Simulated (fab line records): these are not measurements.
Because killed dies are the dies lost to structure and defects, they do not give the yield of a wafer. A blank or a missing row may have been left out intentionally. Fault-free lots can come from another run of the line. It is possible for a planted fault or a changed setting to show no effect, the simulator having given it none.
Chamber matching	flow n5 finfet	N5_BEOL_M5_CMP_52 on cmp-02 has 4 sister chambers
The step polishes, stops on SiCOH lowk, t overpolish 6.9 s, target thk 62 nm. 20 wafers are shown with their chamber, then 10 later ones without.

WAFERS PAIRED WITH THEIR CHAMBERS
wafer	chamber	motor current A (A)	time to endpoint s (s)	barrier field endpoint s (s)
L074.1	0	6.6	63	24.2
L074.3	3	5.4	59	24.0
L074.6	2	6.5	65	25.1
L075.1	2	6.6	63	24.6
L075.4	3	5.4	58	24.7
L075.5	0	6.7	60	25.0
L077.2	1	6.9	68	25.5
L077.3	0	6.3	62	24.1
L077.6	2	6.3	65	25.0
L078.1	0	6.6	59	24.0
L078.5	3	5.3	61	24.1
L078.6	0	6.5	59	23.8
L079.1	2	7.0	63	24.4
L079.4	1	6.4	67	25.2
L079.5	3	5.2	63	25.2
L084.2	0	6.3	65	24.8
L084.3	2	6.6	66	25.5
L084.5	1	6.6	71	26.9
L087.1	0	6.2	65	24.2
L087.5	0	6.2	63	25.2

SIGNATURES, as means of the wafers listed above
reading	chamber 0	chamber 1	chamber 2	chamber 3	scatter within a chamber
motor current A	6.425	6.633	6.600	5.325	0.208
time to endpoint s	62.00	68.67	64.40	60.25	2.13
barrier field endpoint s	24.413	25.867	24.920	24.500	0.569
Rule: for each reading, subtract the chamber's mean from the wafer's reading, divide by that reading's scatter and square the result; add these up over the readings and take the root, which gives the wafer's distance from the chamber. The wafer belongs to the nearest chamber; if the next one is less than 2 further off, it can't be placed. How the scatter is found: for the shown wafers, subtract from each reading the mean of its chamber, square and add these, divide the total by (wafers less chambers), then take the root.

WAFERS WHOSE CHAMBER IS MISSING
wafer	motor current A (A)	time to endpoint s (s)	barrier field endpoint s (s)
L087.6	5.4	67	25.4
L090.4	6.5	63	24.4
L090.5	6.5	67	26.0
L090.6	6.2	61	24.8
L094.1	6.4	70	24.5
L094.4	6.3	64	24.2
L094.5	6.5	64	24.6
L095.2	6.7	66	25.1
L095.5	6.8	70	25.5
L095.6	6.6	63	24.9

WHICH CHAMBER EACH WENT THROUGH
wafer	from the rows above	in truth
L087.6	3	3
L090.4	can't be placed: 0 or 2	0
L090.5	can't be placed: 1 or 2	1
L090.6	can't be placed: 0 or 2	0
L094.1	can't be placed: 1 or 2 or 0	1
L094.4	can't be placed: 0 or 2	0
L094.5	can't be placed: 2 or 0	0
L095.2	can't be placed: 2 or 1 or 0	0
L095.5	can't be placed: 1 or 2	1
L095.6	can't be placed: 2 or 0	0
Placed correctly: 1 of 10. These rows do not allow placing 9 (true chamber among the candidates in 9). Placed wrongly: 0.
